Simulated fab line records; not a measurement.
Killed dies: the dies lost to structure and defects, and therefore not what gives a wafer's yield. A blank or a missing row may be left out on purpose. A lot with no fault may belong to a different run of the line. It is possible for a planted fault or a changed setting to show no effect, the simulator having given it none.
Which tool did it? | flow n5-finfet | route of 1938 steps, sampled at 1 step: 12 lots, 36 wafers

WHAT THE GAUGES READ, wafer by wafer
N5_BEOL_M2_CD_MEAS_18: pitch 36 nm, target cd 18 nm.
lot  | measured     | on        | cd-nm (nm)
L075 | day 6 20:17  | cd-sem-03 | 17.4 18.0 17.7
L077 | day 7 14:31  | cd-sem-01 | 18.0 17.6 18.2
L079 | day 7 21:29  | cd-sem-02 | 18.1 18.8 18.0
L082 | day 8 10:16  | cd-sem-01 | 18.2 17.9 18.1
L083 | day 8 15:39  | cd-sem-03 | 17.9 18.6 18.3
L085 | day 9 03:43  | cd-sem-03 | 17.9 17.9 18.3
L086 | day 10 04:16 | cd-sem-03 | 18.7 18.7 18.3
L090 | day 10 12:28 | cd-sem-02 | 17.8 18.4 17.7
L091 | day 10 22:37 | cd-sem-02 | 18.4 18.1 17.9
L093 | day 11 04:48 | cd-sem-02 | 18.6 18.0 18.0
L095 | day 11 22:43 | cd-sem-03 | 18.5 17.7 18.3
L097 | day 12 08:06 | cd-sem-01 | 18.1 18.3 18.5

TOOL THAT RAN EACH LOT (tool first, then ch and the chambers of the sampled wafers, then the start)
No process step before these readings appears in the record.

THE ANSWER, worked out from the rows above alone
Rule: what is usual is taken from the lots themselves. Put in order of their means at a reading, lots are off if they are a third of the lots or fewer, leave a main group of 4 or more, and stand apart from it by a gap of 3 or more times the standard deviation of the main group's means; of several such gaps the widest counts. If all means in a main group match to the digits the tables above print for the reading, that group is not used. A lot without any number at a reading at which 4 lots or more have one is off too. Where the step has rows for the other lots, those lots are counted as sound.
No lot is off on any of the readings shown, so nothing can be concluded from this.

WHAT THE SIMULATOR PUT IN
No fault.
